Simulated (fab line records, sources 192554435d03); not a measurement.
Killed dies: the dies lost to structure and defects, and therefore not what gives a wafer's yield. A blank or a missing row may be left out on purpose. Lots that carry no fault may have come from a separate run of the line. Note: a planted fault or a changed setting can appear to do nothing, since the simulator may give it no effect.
Matching of chambers -- flow n5-finfet -- 4 sister chambers for N5_BEOL_M3_ETCH_69 on rie-diel-01
The step etches SiARC in CF4, target depth 15.6 nm, time 26 s. 14 wafers are shown with their chamber, then 7 later ones without.

EACH WAFER AND ITS CHAMBER
wafer,chamber,drypump-motor-current-A (A),showerhead-plenum-p-Torr (Torr),oes-product-au (a.u.)
L774.1,2,6.2,2.17,0.74
L774.2,1,5.6,2.16,0.65
L774.3,3,6.2,2.16,0.76
L769.1,2,6.2,2.17,0.73
L769.2,0,5.1,2.06,0.62
L769.3,3,6.2,2.16,0.76
L770.1,2,6.2,2.17,0.74
L770.5,0,5.0,2.06,0.62
L770.6,3,6.2,2.16,0.76
L779.2,3,6.2,2.15,0.74
L779.4,0,5.0,2.05,0.61
L779.5,2,6.2,2.16,0.72
L781.2,3,6.2,2.15,0.74
L781.4,1,5.6,2.16,0.64

SIGNATURES (averages over the wafers above)
reading,chamber 0,chamber 1,chamber 2,chamber 3,scatter within a chamber
drypump-motor-current-A,5.033,5.600,6.200,6.200,0.0258
showerhead-plenum-p-Torr,2.0567,2.1600,2.1675,2.1560,0.00512
oes-product-au,0.6167,0.6450,0.7325,0.7520,0.00934
Rule: for each reading, subtract the chamber's mean from the wafer's reading, divide by that reading's scatter and square the result; add these up over the readings and take the root, which gives the wafer's distance from the chamber. The wafer belongs to the nearest chamber; if the next one is less than 2 further off, it can't be placed. The scatter is the square root of a quotient: the sum, over the shown wafers, of each reading's squared deviation from its chamber's mean, divided by wafers minus chambers.

WAFERS WITH NO CHAMBER GIVEN
wafer,drypump-motor-current-A (A),showerhead-plenum-p-Torr (Torr),oes-product-au (a.u.)
L781.5,5.0,2.05,0.61
L785.4,6.2,2.15,0.74
L785.5,6.2,2.16,0.70
L785.6,6.2,2.15,0.74
L786.1,6.2,2.15,0.73
L786.2,5.6,2.15,0.64
L786.6,5.6,2.15,0.63

CHAMBER TAKEN BY EACH
wafer,from the rows above,in truth
L781.5,0,0
L785.4,can't be placed: 3 or 2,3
L785.5,can't be placed: 2 or 3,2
L785.6,can't be placed: 3 or 2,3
L786.1,can't be placed: 3 or 2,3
L786.2,1,1
L786.6,1,1
Correctly placed: 3 of 7. These rows do not allow placing 4 (true chamber among the candidates in 4). 0 placed wrongly.
